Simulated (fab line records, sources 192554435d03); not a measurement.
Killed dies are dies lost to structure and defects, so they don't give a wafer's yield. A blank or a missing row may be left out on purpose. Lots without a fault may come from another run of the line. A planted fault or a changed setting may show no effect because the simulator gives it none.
Chamber matching | flow n5_finfet | N5_BEOL_M3_CMP_52 on cmp-02: 4 sister chambers
The step polishes, stops on SiOC, t overpolish 6.8 s, target thk 40 nm. 8 wafers are shown with their chamber, then 11 later ones without.

WAFERS WITH THEIR CHAMBER
wafer  | chamber | motor_current_A (A) | time_to_endpoint_s (s)
L083.6 | 0       | 5.8                 | 58.4
L088.1 | 3       | 6.1                 | 63.7
L090.2 | 0       | 5.6                 | 60.6
L090.6 | 1       | 5.2                 | 65.6
L090.1 | 2       | 6.3                 | 62.7
L090.4 | 3       | 5.9                 | 67.0
L090.5 | 2       | 6.5                 | 62.1
L089.1 | 1       | 5.3                 | 58.9

WAFERS WITHOUT THEIR CHAMBER
wafer  | motor_current_A (A) | time_to_endpoint_s (s)
L089.2 | 5.7                 | 60.8
L089.5 | 5.8                 | 59.7
L092.1 | 6.4                 | 59.7
L092.3 | 5.7                 | 61.4
L092.5 | 5.8                 | 63.1
L095.2 | 5.2                 | 63.7
L095.5 | 6.4                 | 63.6
L095.6 | 5.4                 | 63.8
L096.1 | 6.3                 | 62.2
L096.2 | 5.3                 | 61.8
L096.3 | 6.3                 | 65.1

WHICH CHAMBER EACH WENT THROUGH
wafer  | from the rows above     | in truth
L089.2 | 0                       | 0
L089.5 | can't be placed: 0 or 3 | 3
L092.1 | 2                       | 2
L092.3 | 0                       | 0
L092.5 | can't be placed: 0 or 3 | 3
L095.2 | 1                       | 1
L095.5 | 2                       | 2
L095.6 | can't be placed: 1 or 0 | 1
L096.1 | can't be placed: 2 or 3 | 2
L096.2 | 1                       | 1
L096.3 | can't be placed: 2 or 3 | 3
Placed correctly: 6 of 11. Can't be placed from these rows: 5 (the true chamber is among the candidates in 5). Placed wrongly: 0.
How it was worked out, from the rows above alone: a wafer's distance from a chamber is the root of the sum, over the readings, of the square of ((its reading less the chamber's mean) divided by the reading's scatter). The wafer belongs to the nearest chamber; if the next one is less than 2 further off, it can't be placed. A chamber's mean is the mean of its shown wafers. The scatter: the root of (the sum of the squares of (reading less its chamber's mean) over the shown wafers, divided by (wafers less chambers)).
